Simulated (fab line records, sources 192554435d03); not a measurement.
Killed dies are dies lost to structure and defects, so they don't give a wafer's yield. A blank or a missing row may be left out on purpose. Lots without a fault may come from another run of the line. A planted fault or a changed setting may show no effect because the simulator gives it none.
fab line records | flow n5_finfet
record lots=7 wafers=20 last_day=20
route steps=1938 shown BEOL_M5@1152 BEOL_M15@1830 PASSIVATION@1936
lots that met no fault: from a run of the same line without faults
start_h: hours from the record's first day to the start of the lot's first wafer shown | wait_h: hours since the lot's step before | " the same as in the row above | L1.1+2: a row that stands for several wafers | - no value, or no start given | * or withheld: withheld | < > ~ a bound
route shown NAME@n: a module of which the file shows steps, and the number in the route of the first | usual: mean/standard deviation of fault-free wafers | same: alike in all rows | chamber/n: place in a boat | sites: the reading at each site | _std_site: their standard deviation | _edge_site: outer sites' mean less inner sites' | radius_mm: how far each site lies from the wafer's centre | mask NAME#n: copy n | behind: the tool/chamber that last shaped the wafer | hold: why the lot was held/for how many hours/how that ended | device: the transistor (n, p or np) that didn't switch | end of line: the same wafers' tests at the end of the route | a step without rows: its recipe alone | killed: dies lost to structure and defects at the first sort, not the wafer's yield | map: a wafer's dies, x killed, . not, _ none there
set.NAME: the setting as run; set.NAME@STEP: as run at that earlier step | model.NAME: the simulator's own value behind a step, which no gauge read
steps of the route over a sample of lots; a table a step, a row a wafer
services: from which hour (start_h, from the record's first day; less than 0 if before it) a tool's chamber was out of use, for how many hours, and why
## steps
# step N5_BEOL_M5_ETCH_75
# recipe chemistry=N2/H2 target=underlayer target_depth_a=65 mask_material=CAR-EUV time_s=5.2 ion_energy_ev=200 pressure_mtorr=30 source_w=840 bias_w=150 n2_flow_sccm=200 h2_flow_sccm=200 ends=cleared
# usual drypump_motor_current_A=5.6/0.32 etch_rf_on_time_s=5.21/0.21 oes_product_au=0.66/0.056 rf_vpp_V=523.4/2.9 showerhead_plenum_p_Torr=2.52/0.088 throttle_valve_pct=17.86/0.21
# columns lot.wafer tool chamber start_h wait_h drypump_motor_current_A etch_rf_on_time_s oes_product_au rf_hours_counter_h rf_vpp_V showerhead_plenum_p_Torr throttle_valve_pct
L845.2 rie_diel-02 2 201.96 0.0 5.5 4.95 0.66 182 525.0 2.51 17.82
L845.3 " 0 " " 5.5 5.51 0.67 105 523.1 2.48 17.85
L845.5 " 3 " " 5.7 5.66 0.60 - 522.5 2.41 17.93
L847.4 rie_diel-06 0 231.97 0.0 5.5 5.29 0.77 30 521.3 2.49 17.49
L847.5 " 1 " " 5.4 5.32 0.70 - 524.1 2.56 17.65
L851.1 rie_diel-06 1 267.44 0.0 5.4 5.28 0.70 87 524.2 2.55 17.66
L851.3 " 2 " " 5.9 5.35 0.65 128 518.3 2.36 17.96
L851.6 " 1 " " 5.3 5.26 0.70 - 525.0 2.55 17.69
L864.3 rie_diel-06 0 324.14 0.0 5.5 5.15 0.73 58 520.6 2.48 17.57
L864.4 " 2 " " 5.9 5.34 0.63 143 516.9 2.35 18.00
L864.6 " 1 " " 5.4 5.20 0.68 - 523.3 2.54 17.70
L863.1 rie_diel-06 3 330.67 0.0 5.8 5.27 0.57 238 521.1 2.50 18.05
L863.3 " 0 " " 5.5 5.20 0.74 61 522.5 2.48 17.58
L863.5 " 1 " " 5.4 5.24 0.68 - 523.3 2.54 17.72
L865.4 rie_diel-06 3 337.33 0.0 5.8 5.13 0.58 - 523.0 2.50 18.02
L865.5 " 1 " " 5.4 5.20 0.68 - 527.5 2.54 17.70
L865.6 " 0 " " 5.5 5.16 0.73 - 524.1 2.47 17.59
L867.2 rie_diel-02 0 344.56 0.0 5.5 5.40 0.65 150 520.1 2.46 17.91
L867.3 " 2 " " 5.5 4.99 0.62 230 523.8 2.49 17.92
L867.4 " 1 " " 5.5 4.93 0.69 115 527.7 2.66 17.64
# step N5_BEOL_M5_ETCH_68
# recipe chemistry=N2/H2 target=SOC target_depth_a=800 overetch_a=160 mask_material=SiARC temp_c=40 time_s=120 ion_energy_ev=200 pressure_mtorr=30 source_w=840 bias_w=150 n2_flow_sccm=200 h2_flow_sccm=200
# usual drypump_motor_current_A=5.6/0.33 oes_product_au=0.59/0.048 rf_vpp_V=523.4/2.5 run_length_s=143.3/0.5 showerhead_plenum_p_Torr=2.52/0.088 throttle_valve_pct=17.82/0.21
# columns lot.wafer tool chamber start_h wait_h drypump_motor_current_A oes_product_au rf_hours_counter_h rf_vpp_V run_length_s showerhead_plenum_p_Torr throttle_valve_pct
L845.2 rie_diel-02 2 202.01 0.0 5.6 0.57 182 524.6 143.0 2.51 17.79
L845.3 " 0 " " 5.6 0.61 105 521.2 143.5 2.48 17.81
L845.5 " 3 " " 5.7 0.57 - 519.8 143.1 2.41 17.90
L847.4 rie_diel-06 0 232.01 0.0 5.5 0.69 30 522.9 143.5 2.49 17.49
L847.5 " 1 " " 5.4 0.64 - 524.0 144.4 2.56 17.61
L851.1 rie_diel-06 1 267.48 0.0 5.4 0.63 87 524.5 144.5 2.55 17.62
L851.3 " 2 " " 5.9 0.60 128 518.7 143.2 2.36 17.93
L851.6 " 1 " " 5.3 0.63 - 524.1 143.8 2.55 17.64
L864.3 rie_diel-06 0 324.18 0.0 5.5 0.66 58 522.2 143.4 2.48 17.55
L864.4 " 2 " " 5.8 0.58 143 519.8 143.4 2.35 17.94
L864.6 " 1 " " 5.4 0.61 - 524.2 144.0 2.54 17.66
L863.1 rie_diel-06 3 330.71 0.0 5.8 0.52 238 523.7 142.2 2.50 18.00
L863.3 " 0 " " 5.5 0.66 61 524.3 144.0 2.48 17.53
L863.5 " 1 " " 5.4 0.62 - 524.9 143.8 2.54 17.66
L865.4 rie_diel-06 3 337.41 0.0 5.8 0.52 - 523.3 142.5 2.50 18.00
L865.5 " 1 " " 5.4 0.62 - 525.0 143.9 2.54 17.66
L865.6 " 0 " " 5.5 0.66 - 521.2 143.2 2.47 17.53
L867.2 rie_diel-02 0 344.60 0.0 5.5 0.59 150 519.8 143.4 2.46 17.89
L867.3 " 2 " " 5.5 0.54 230 524.0 142.8 2.49 17.85
L867.4 " 1 " " 5.4 0.60 115 526.4 143.2 2.65 17.59
# step N5_BEOL_M5_TRENCH_ETCH_37
# recipe chemistry=C4F6/O2 target_depth_a=716.52 target=SiCOH_lowk time_s=24.7 ion_energy_ev=250 pressure_mtorr=30 source_w=345 bias_w=185 Ar_flow_sccm=300 C4F6_flow_sccm=10 O2_flow_sccm=10
# usual drypump_motor_current_A=5.6/0.32 oes_ar_750_au=0.77/0.062 oes_product_au=0.77/0.065 rf_vpp_V=663/18 run_length_s=48.0/0.5 showerhead_plenum_p_Torr=2.83/0.1 throttle_valve_pct=20.95/0.21
# columns lot.wafer tool chamber start_h wait_h drypump_motor_current_A oes_ar_750_au oes_product_au rf_hours_counter_h rf_vpp_V run_length_s showerhead_plenum_p_Torr throttle_valve_pct
L845.2 rie_diel-02 2 202.19 - 5.5 0.77 0.75 182 642 47.6 2.84 20.99
L845.3 " 0 " " 5.5 0.79 0.79 105 646 48.3 2.75 20.72
L845.5 " 3 " " 5.7 0.72 0.72 - 655 47.6 2.69 20.94
L847.4 rie_diel-06 0 232.20 - 5.5 0.89 0.91 30 649 47.9 2.79 20.57
L847.5 " 1 " " 5.4 0.82 0.83 - 698 48.5 2.91 21.15
L851.1 rie_diel-06 1 267.67 - 5.4 0.81 0.82 87 699 48.9 2.91 21.17
L851.3 " 2 " " 5.9 0.77 0.76 128 643 48.1 2.63 20.89
L851.6 " 1 " " 5.4 0.81 0.82 - 699 49.2 2.91 21.18
L864.3 rie_diel-06 0 324.37 - 5.5 0.86 0.85 58 650 44.6 2.78 20.60
L864.4 " 2 " " 5.9 0.76 0.75 143 642 48.1 2.62 20.90
L864.6 " 1 " " 5.4 0.80 0.80 - 699 48.8 2.90 21.20
L863.1 rie_diel-06 3 330.90 - 5.8 0.67 0.67 238 657 46.9 2.81 21.17
L863.3 " 0 " " 5.5 0.86 0.86 61 649 44.7 2.77 20.61
L863.5 " 1 " " 5.4 0.80 0.80 - 698 48.6 2.90 21.19
L865.4 rie_diel-06 3 337.57 - 5.8 0.68 0.66 - 656 47.1 2.81 21.19
L865.5 " 1 " " 5.4 0.79 0.80 - 697 48.6 2.90 21.21
L865.6 " 0 " " 5.5 0.85 0.86 - 649 45.2 2.77 20.61
L867.2 rie_diel-02 0 344.79 - 5.5 0.76 0.76 150 645 48.4 2.73 20.79
L867.3 " 2 " " 5.5 0.73 0.71 231 642 48.0 2.82 21.05
L867.4 " 1 " " 5.4 0.80 0.80 115 675 47.8 2.98 20.78
# step N5_BEOL_M5_OCD_MEAS_38
# usual trench_depth_nm=71.3/1.7
# columns lot.wafer tool chamber start_h wait_h trench_depth_nm
L845.2 ocd-01 - 202.35 - 73.8
L845.3 " - " " 69.1
L845.5 " - " " 68.3
L847.4 ocd-02 - 232.36 - 73.0
L847.5 " - " " 71.5
L851.1 ocd-02 - 267.82 - 72.3
L851.3 " - " " 70.5
L851.6 " - " " 72.1
L864.3 ocd-01 - 324.52 - 61.7
L864.4 " - " " 70.5
L864.6 " - " " 71.1
L863.1 ocd-01 - 331.05 - 70.4
L863.3 " - " " 61.8
L863.5 " - " " 71.5
L865.4 ocd-02 - 337.71 - 70.4
L865.5 " - " " 71.1
L865.6 " - " " 61.2
L867.2 ocd-02 - 344.94 - 70.0
L867.3 " - " " 72.4
L867.4 " - " " 73.4
# step N5_BEOL_M5_PRE_CLEAN_45
# recipe gas=H2/He time_s=30 temp_c=250
# usual heater_power_w=330/24
# columns lot.wafer tool chamber start_h wait_h heater_power_w
L845.2 pvd_sputter-01 - 203.36 0.0 367
L845.3 " - " " 303
L845.5 " - " " 365
L847.4 pvd_sputter-03 - 233.05 0.0 315
L847.5 " - " " 355
L851.1 pvd_sputter-02 - 268.64 0.0 284
L851.3 " - " " 349
L851.6 " - " " 301
L864.3 pvd_sputter-01 - 325.66 0.0 349
L864.4 " - " " 371
L864.6 " - " " 297
L863.1 pvd_sputter-01 - 332.19 0.0 360
L863.3 " - " " 344
L863.5 " - " " 339
L865.4 pvd_sputter-02 - 338.32 0.0 315
L865.5 " - " " 302
L865.6 " - " " 347
L867.2 pvd_sputter-03 - 345.68 0.0 348
L867.3 " - " " 308
L867.4 " - " " 343
# step N5_BEOL_M5_THK_MEAS_53
# recipe thk_meas_gauge=xrf reads=Cu_of_BEOL_M5_ECD_50
# usual M5_THK=61.3/2.2
# columns lot.wafer tool chamber start_h wait_h M5_THK[nm]
L845.2 film_metro-01 - 209.20 - 64.7
L845.3 " - " " 59.7
L845.5 " - " " 57.2
L847.4 film_metro-01 - 239.12 - 64.3
L847.5 " - " " 59.8
L851.1 film_metro-02 - 274.61 - 63.3
L851.3 " - " " 59.6
L851.6 " - " " 62.7
L864.3 film_metro-02 - 331.49 - 53.6
L864.4 " - " " 59.7
L864.6 " - " " 61.1
L863.1 film_metro-01 - 337.90 - 61.1
L863.3 " - " " 50.7
L863.5 " - " " 60.4
L865.4 film_metro-02 - 344.83 - 60.8
L865.5 " - " " 61.5
L865.6 " - " " 50.1
L867.2 film_metro-02 - 351.66 - 60.4
L867.3 " - " " 61.4
L867.4 " - " " 62.2
# step N5_BEOL_M5_RS_MEAS_57
# recipe thk_meas_gauge=four-point-probe reads=Co_of_BEOL_M5_CO_CAP_78+Cu_of_BEOL_M5_ECD_50+Co_of_BEOL_M5_CVD_47+TaN_of_BEOL_M5_ALD_86
# usual M5_RS=0.390/0.016
# columns lot.wafer tool chamber start_h wait_h M5_RS[ohm/sq]
L845.2 film_metro-01 - 209.46 0.1 0.365
L845.3 " - " " 0.404
L845.5 " - " " 0.424
L847.4 film_metro-01 - 239.38 0.0 0.366
L847.5 " - " " 0.399
L851.1 film_metro-01 - 274.87 0.0 0.376
L851.3 " - " " 0.403
L851.6 " - " " 0.381
L864.3 film_metro-01 - 331.75 0.1 0.459
L864.4 " - " " 0.401
L864.6 " - " " 0.390
L863.1 film_metro-01 - 338.25 0.1 0.390
L863.3 " - " " 0.492
L863.5 " - " " 0.396
L865.4 film_metro-02 - 345.14 0.0 0.397
L865.5 " - " " 0.390
L865.6 " - " " 0.499
L867.2 film_metro-02 - 351.92 0.1 0.393
L867.3 " - " " 0.388
L867.4 " - " " 0.380
# step N5_BEOL_M15_RC_MEAS_101
# usual COMB_M10=1.4e-11/2.9e-12 COMB_M11=1.5e-11/3e-12 COMB_M12=5.9e-12/1.4e-12 COMB_M13=4.4e-12/8.8e-13 COMB_M13_max_site=6.5e-12/1.5e-12 COMB_M14=3.4e-12/8.3e-13 COMB_M15=2.2e-12/5.6e-13 COMB_M5=3.6e-11/6.6e-12 COMB_M6=2.5e-11/5.3e-12 COMB_M7=2.4e-11/4.6e-12 COMB_M8=2.5e-11/5.5e-12 COMB_M8_max_site=3.6e-11/8.5e-12 COMB_M9=1.41e-11/2.9e-12 SERP_M10=3.06/0.1 SERP_M10_max_site=3.15/0.1 SERP_M11=3.11/0.11 SERP_M11_max_site=3.20/0.12 SERP_M12=0.635/0.022 SERP_M13=0.309/0.0067 SERP_M14=0.157/0.006 SERP_M14_max_site=0.159/0.0062 SERP_M5=40.0/2.3 SERP_M5_max_site=41.5/2.4 SERP_M6=13.6/0.73 SERP_M7=14.0/0.71 SERP_M8=13.9/0.71 SERP_M9=3.06/0.11
# columns lot.wafer tool chamber start_h wait_h COMB_M10[S/m] COMB_M11[S/m] COMB_M12[S/m] COMB_M13[S/m] COMB_M13_max_site[S/m] COMB_M14[S/m] COMB_M15[S/m] COMB_M5[S/m] COMB_M6[S/m] COMB_M7[S/m] COMB_M8[S/m] COMB_M8_max_site[S/m] COMB_M9[S/m] SERP_M10[ohm/um] SERP_M10_max_site[ohm/um] SERP_M11[ohm/um] SERP_M11_max_site[ohm/um] SERP_M12[ohm/um] SERP_M13[ohm/um] SERP_M14[ohm/um] SERP_M14_max_site[ohm/um] SERP_M5[ohm/um] SERP_M5_max_site[ohm/um] SERP_M6[ohm/um] SERP_M7[ohm/um] SERP_M8[ohm/um] SERP_M9[ohm/um]
L845.2 prober-02 0 287.08 0.2 1.8e-11 1.3e-11 6.2e-12 4.1e-12 6.1e-12 4.1e-12 2.2e-12 4.3e-11 2.9e-11 2.5e-11 3.3e-11 5.4e-11 9.7e-12 3.27 3.34 3.27 3.35 0.637 0.312 0.159 0.161 36.9 38.0 12.4 15.8 14.5 3.16
L845.3 " 0 " " 1.91e-11 1.4e-11 5.7e-12 6.2e-12 8e-12 3.2e-12 1.7e-12 2.4e-11 2.4e-11 2.1e-11 2.8e-11 4.3e-11 1.99e-11 3.29 3.31 3.12 3.25 0.614 0.307 0.147 0.148 39.9 41.0 13.0 13.8 13.8 3.04
L845.5 " 0 " " 1.68e-11 1.7e-11 5.8e-12 2.9e-12 3.6e-12 3.4e-12 1.7e-12 2.4e-11 2.4e-11 2.2e-11 2e-11 2.9e-11 1.5e-11 3.27 3.34 2.97 3.05 0.635 0.309 0.148 0.151 44.6 47.5 13.1 15.1 14.0 3.04
L847.4 prober-01 0 320.27 0.5 1.57e-11 1.8e-11 4.5e-12 4.5e-12 5.1e-12 3.5e-12 1.9e-12 2.8e-11 2.2e-11 2.4e-11 2.4e-11 3.2e-11 1.02e-11 3.08 3.21 3.14 3.23 0.620 0.308 0.158 0.159 36.3 36.8 14.3 14.5 12.9 3.00
L847.5 " 0 " " 1.31e-11 1.5e-11 4.9e-12 4.6e-12 9.5e-12 5.9e-12 2.4e-12 3.5e-11 2.2e-11 2.5e-11 3.5e-11 5e-11 1.09e-11 3.10 3.18 3.14 3.20 0.617 0.309 0.150 0.151 41.2 42.4 13.9 14.4 13.0 3.11
L851.1 prober-01 0 346.95 0.0 1.21e-11 1.3e-11 7.8e-12 3.9e-12 5e-12 3.8e-12 2.4e-12 2.8e-11 1.7e-11 1.7e-11 2.4e-11 3.4e-11 1.36e-11 3.15 3.27 3.06 3.13 0.612 0.294 0.171 0.172 38.0 38.7 14.1 14.2 14.2 2.95
L851.3 " 0 " " 1.36e-11 1.1e-11 7.3e-12 3.6e-12 5.9e-12 2.3e-12 3.4e-12 3.5e-11 2.7e-11 2.1e-11 3.1e-11 4e-11 2.05e-11 3.04 3.06 3.07 3.12 0.616 0.299 0.168 0.169 40.5 41.7 14.1 13.9 15.0 3.00
L851.6 " 0 " " 1.58e-11 1.5e-11 5.1e-12 4.6e-12 6.4e-12 4.2e-12 1.7e-12 3.4e-11 2e-11 2.4e-11 2.6e-11 3e-11 1.55e-11 3.20 3.27 2.98 3.13 0.652 0.299 0.154 0.155 39.4 41.7 13.4 14.9 14.9 2.96
L864.3 prober-02 0 416.39 0.3 1.21e-11 1.2e-11 5.6e-12 3.9e-12 6.2e-12 4.5e-12 1.8e-12 4.7e-11 4e-11 3.1e-11 3.8e-11 5.3e-11 1.37e-11 3.00 3.12 3.13 3.17 0.630 0.309 0.155 0.159 49.6 52.2 14.2 14.6 14.2 3.07
L864.4 " 0 " " 1.35e-11 1.5e-11 6.5e-12 4.4e-12 7.6e-12 3.2e-12 2.4e-12 3.4e-11 2.9e-11 3e-11 1.9e-11 2.5e-11 1.54e-11 3.01 3.06 3.15 3.26 0.655 0.306 0.151 0.152 42.1 42.9 15.5 14.1 14.9 3.04
L864.6 " 0 " " 1.58e-11 1.2e-11 5e-12 5.2e-12 8.2e-12 2.4e-12 2.8e-12 3.9e-11 3.3e-11 2.2e-11 2.4e-11 3.6e-11 1.08e-11 3.04 3.12 3.00 3.06 0.645 0.316 0.156 0.157 42.6 43.4 14.0 13.8 13.3 3.23
L863.1 prober-01 0 424.03 0.0 1.43e-11 1.3e-11 4.9e-12 5.4e-12 7.9e-12 3.6e-12 2.3e-12 4.3e-11 1.9e-11 2.1e-11 2.8e-11 3.7e-11 1.9e-11 3.12 3.19 3.11 3.19 0.606 0.312 0.150 0.151 37.7 38.8 13.2 13.5 13.6 3.06
L863.3 " 0 " " 1.22e-11 1.2e-11 5.5e-12 5.9e-12 8.5e-12 3.4e-12 1.7e-12 4.2e-11 2.3e-11 1.9e-11 2e-11 2.9e-11 1.63e-11 2.88 3.09 3.15 3.18 0.602 0.312 0.149 0.151 53.5 56.3 14.6 13.1 13.1 3.00
L863.5 " 0 " " 1.24e-11 1.7e-11 5.8e-12 4.8e-12 5.7e-12 4e-12 2e-12 4.1e-11 2.1e-11 2.2e-11 2.6e-11 3.3e-11 1.52e-11 2.95 3.09 3.06 3.18 0.587 0.313 0.147 0.148 42.2 42.9 13.7 13.7 13.9 3.02
L865.4 prober-02 0 437.46 0.5 1.51e-11 1.4e-11 4.6e-12 6e-12 9.5e-12 5.2e-12 2.4e-12 4.7e-11 1.7e-11 2.5e-11 1.8e-11 3.3e-11 1.35e-11 2.95 3.04 3.08 3.18 0.655 0.308 0.153 0.154 40.8 42.2 13.8 14.2 14.0 3.26
L865.5 " 0 " " 1.94e-11 1.4e-11 6.3e-12 4.3e-12 5.6e-12 4.5e-12 2e-12 3.4e-11 2e-11 2e-11 1.8e-11 2.2e-11 1.01e-11 3.08 3.26 3.08 3.12 0.644 0.305 0.149 0.151 40.4 43.8 14.5 13.6 13.9 3.12
L865.6 " 0 " " 1.51e-11 1.1e-11 6e-12 3.2e-12 5.1e-12 4e-12 2.3e-12 3.3e-11 2.2e-11 2e-11 2e-11 2.8e-11 1.13e-11 2.97 3.11 3.25 3.33 0.654 0.309 0.156 0.158 48.9 51.1 12.8 13.8 13.0 3.18
L867.2 prober-02 0 462.15 0.2 1.53e-11 1.2e-11 6e-12 5e-12 6.4e-12 3.9e-12 2e-12 4.4e-11 2.9e-11 2.5e-11 2.8e-11 4.1e-11 1.52e-11 3.04 3.18 3.04 3.10 0.659 0.327 0.155 0.157 40.8 43.1 14.1 14.8 13.7 3.22
L867.3 " 0 " " 2.03e-11 1e-11 4.1e-12 5.8e-12 8.8e-12 3.9e-12 1.4e-12 2.8e-11 2.5e-11 2.6e-11 3.3e-11 4.2e-11 1.84e-11 2.91 2.98 3.24 3.40 0.626 0.328 0.158 0.160 39.2 40.7 13.8 13.8 14.9 2.88
L867.4 " 0 " " 1.48e-11 1.1e-11 5.7e-12 6.3e-12 1.07e-11 3.3e-12 3.1e-12 2.5e-11 2.9e-11 2.7e-11 2.4e-11 3.5e-11 1.2e-11 2.94 3.03 3.06 3.22 0.633 0.323 0.158 0.159 39.7 40.7 12.8 13.7 13.2 3.04
# sites SERP_M5 radius_mm=0,75,75,75,75,140,140,140,140
L845.2 37.0 36.9 38.0 37.3 37.5 33.2 34.6 34.5 34.4
L847.4 36.3 36.6 36.1 36.8 36.3 35.3 35.8 35.4 36.4
L851.1 38.7 38.7 38.1 38.7 38.0 37.9 35.6 35.8 36.3
L864.3 52.2 49.6 52.2 50.8 51.3 46.3 45.5 46.8 45.3
L863.1 36.2 37.7 38.1 38.0 38.0 37.6 37.3 38.8 37.3
L865.4 39.5 41.1 40.1 40.5 40.5 41.4 40.8 42.2 41.0
L867.2 39.2 40.8 41.6 41.0 40.5 40.6 40.6 43.1 40.8
# step N5_PASSIVATION_PROBE_49
# usual defect_limited_yield=91.2/1.5 killed_at_M0_to_M3=36/10 killed_at_M4_up=14/5.2 killed_at_contacts=12/6 killed_at_front_end=37/10 killed_at_other=4/3.3 killed_dies=104/18 killed_open=68/14 killed_short=34/7.4 sort_bin_5_function=5.2/1 sort_bin_6_memory=3.3/0.7 sort_bin_8_speed=0.01/0.045 sort_n_pass=1076/18 sort_yield_pct=91.2/1.5
# same gross_dies=1180 killed_at_back_side=0 sort_bin_4_leakage[%]=0
# columns lot.wafer tool chamber start_h wait_h defect_limited_yield[%] killed_at_M0_to_M3 killed_at_M4_up killed_at_contacts killed_at_front_end killed_at_other killed_dies killed_open killed_short sort_bin_5_function[%] sort_bin_6_memory[%] sort_bin_8_speed[%] sort_n_pass sort_yield_pct[%]
L864.4 prober-01 - 439.20 0.2 88.0 38 27 6 45 26 142 73 50 7.4 4.6 0 1038 88.0
L864.6 prober-01 - 439.30 0.3 90.2 47 10 9 48 2 116 65 51 5.8 3.9 0 1064 90.2
# killed by level:class
L864.4 PASSIVATION:area_etch=19 BEOL_M4:geometric_particle:open=12 BEOL_M4:geometric_particle:short=12 BEOL_M0_SAQP:geometric_particle:open=11 FIN_SAQP:geometric_particle:short=10 FIN_SAQP:geometric_particle:open=9 BEOL_M0_SAQP:geometric_particle:short=8 BEOL_M3:geometric_particle:open=6
L864.6 BEOL_M0_SAQP:geometric_particle:short=19 BEOL_M0_SAQP:geometric_particle:open=13 FIN_SAQP:geometric_particle:open=11 DUMMY_GATE:geometric_particle:open=10 FIN_SAQP:geometric_particle:short=9 MOL_CONTACT_COAG:geometric_particle:open=6 BEOL_M5:geometric_particle:open=5 BEOL_M2:geometric_particle:open=4
## services
# columns tool chamber start_h hours kind
pvd_sputter-01 - 219.23 4.0 repair
rie_diel-02 3 230.01 2.4 repair
rie_diel-02 0 252.10 6.5 repair
rie_diel-06 2 331.76 38.5 repair
## key
first_sign step=N5_BEOL_M5_TRENCH_ETCH_37 reading=run_length_s direction=down sigmas=6.3 usual=* struck=*
effect step=N5_BEOL_M5_OCD_MEAS_38 reading=trench_depth_nm direction=down sigmas=5.7 usual=71.3 struck=61.6
effect step=N5_BEOL_M5_THK_MEAS_53 reading=M5_THK direction=down sigmas=4.5 usual=61.3 struck=51.5
effect step=N5_BEOL_M5_RS_MEAS_57 reading=M5_RS direction=up sigmas=5.7 usual=0.390 struck=0.483
effect step=N5_BEOL_M15_RC_MEAS_101 reading=SERP_M5 direction=up sigmas=4.7 usual=40.0 struck=50.7
met_at N5_BEOL_M5_TRENCH_ETCH_37
struck_lots L863,L864,L865
struck_wafers L863.3,L864.3,L865.6
baseline_loss step=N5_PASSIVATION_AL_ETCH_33 wafers=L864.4
not_acting_at N5_BEOL_M5_ETCH_75,N5_BEOL_M5_ETCH_68,N5_BEOL_M5_PRE_CLEAN_45
onset_between 232.20 324.37
fault kind=process_parameter_drift tool=rie_diel-06 chamber=0 onset_h=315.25 steps=N5_BEOL_M5_TRENCH_ETCH_37 channel=time_s offset=* shape=step end_h=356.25 acts_in=* stated=*
# baseline_loss: these wafers lose ten dies or more at that step, a loss of the line's own and not of a fault; the sort's usual values leave them out
